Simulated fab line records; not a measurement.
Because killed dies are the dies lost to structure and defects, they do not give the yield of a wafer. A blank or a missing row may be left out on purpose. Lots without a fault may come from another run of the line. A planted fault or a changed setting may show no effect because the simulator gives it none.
One fault through the eyes of 3 desks | flow n5-finfet | numbers are kept per desk, each desk with only its own; the story behind them comes last

THE DEFECT DESK
For each lot, the counts of the inspections along the route, averaged over the sampled wafers that have a number. If a lot's mean is further than 4 standard deviations from the usual mean, the lot is out of limits and carries the mark OUT (the distance appears in the brackets).
Columns: A = raw-defect-count at N5_BEOL_M4_INSPECT_13, usual 421
lot  | first seen here | A
L169 | day 10 15:45    | 484
L171 | day 10 16:44    | 391
L172 | day 10 18:53    | 455
L181 | day 12 05:16    | 338
L183 | day 12 22:01    | 440
L170 | day 13 11:55    | 351
This desk's finding: nothing out of limits on any of the 6 lots.

DESK OF THE TOOL OWNER: rie-diel-04
The tool's own readings at N5_BEOL_M4_ETCH_74 (etches underlayer in N2/H2, target depth 6.5 nm, time 5.2 s): means of the sampled wafers that have a number, for each lot that ran on this tool. If a lot's mean is further than 4 standard deviations from the usual mean, the lot is out of limits and carries the mark OUT (the distance appears in the brackets).
Columns: A = drypump-motor-current-A at N5_BEOL_M4_ETCH_74, usual 5.8 A; B = etch-rf-on-time-s at N5_BEOL_M4_ETCH_74, usual 5.22 s; C = oes-product-au at N5_BEOL_M4_ETCH_74, usual 0.68 a.u.; D = rf-vpp-V at N5_BEOL_M4_ETCH_74, usual 523.1 V; E = showerhead-plenum-p-Torr at N5_BEOL_M4_ETCH_74, usual 2.51 Torr; F = throttle-valve-pct at N5_BEOL_M4_ETCH_74, usual 17.78 %
lot  | first seen here | A   | B    | C    | D     | E    | F
L169 | day 10 15:49    | 5.9 | 5.62 | 0.64 | 521.1 | 2.45 | 17.62
L181 | day 12 05:20    | 5.7 | 5.91 | 0.60 | 521.1 | 2.42 | 17.69
L183 | day 12 22:17    | 6.0 | 5.99 | 0.61 | 521.1 | 2.42 | 17.59
This desk's finding: nothing out of limits on any of the 3 lots.

AT THE METROLOGY DESK
What the gauges read for every lot (on any tool): the sampled wafers with a number, averaged. If a lot's mean is further than 4 standard deviations from the usual mean, the lot is out of limits and carries the mark OUT (the distance appears in the brackets). Readings shown: 7 of its 12, picked as those furthest out on some lot.
Columns: A = M4_OVL at N5_BEOL_M4_OVL_MEAS_12, usual 0.0 nm; B = DIBL_N at N5_BEOL_M4_RC_MEAS_101, usual 36.2 mV/V; C = DIBL_P at N5_BEOL_M4_RC_MEAS_101, usual 36.2 mV/V; D = IOFF_N at N5_BEOL_M4_RC_MEAS_101, usual 0.16 nA/um; E = ION_P at N5_BEOL_M4_RC_MEAS_101, usual 463 uA/um; F = SS_P at N5_BEOL_M4_RC_MEAS_101, usual 73.1 mV/dec; G = VT_P at N5_BEOL_M4_RC_MEAS_101, usual -250 mV
lot  | first seen here | A    | B    | C    | D    | E   | F    | G
L169 | day 10 15:40    | -0.4 | 36.5 | 36.1 | 0.15 | 449 | 72.9 | -254
L171 | day 10 16:39    | 0.8  | 34.6 | 35.7 | 0.12 | 451 | 72.0 | -255
L172 | day 10 18:48    | -0.2 | 39.9 | 39.7 | 0.23 | 463 | 74.2 | -251
L181 | day 12 05:11    | -0.1 | 34.8 | 34.1 | 0.14 | 457 | 72.8 | -250
L183 | day 12 21:55    | 0.3  | 36.4 | 36.2 | 0.16 | 458 | 73.3 | -251
L170 | day 13 11:49    | -0.4 | 36.3 | 36.4 | 0.15 | 466 | 72.9 | -251
This desk's finding: nothing out of limits on any of the 6 lots.

TAKEN TOGETHER
The defect desk saw nothing out of limits.
The desk of the tool owner found nothing out of limits.
At the metrology desk, nothing out of limits was observed.

WHAT THE SIMULATOR HAD INSERTED
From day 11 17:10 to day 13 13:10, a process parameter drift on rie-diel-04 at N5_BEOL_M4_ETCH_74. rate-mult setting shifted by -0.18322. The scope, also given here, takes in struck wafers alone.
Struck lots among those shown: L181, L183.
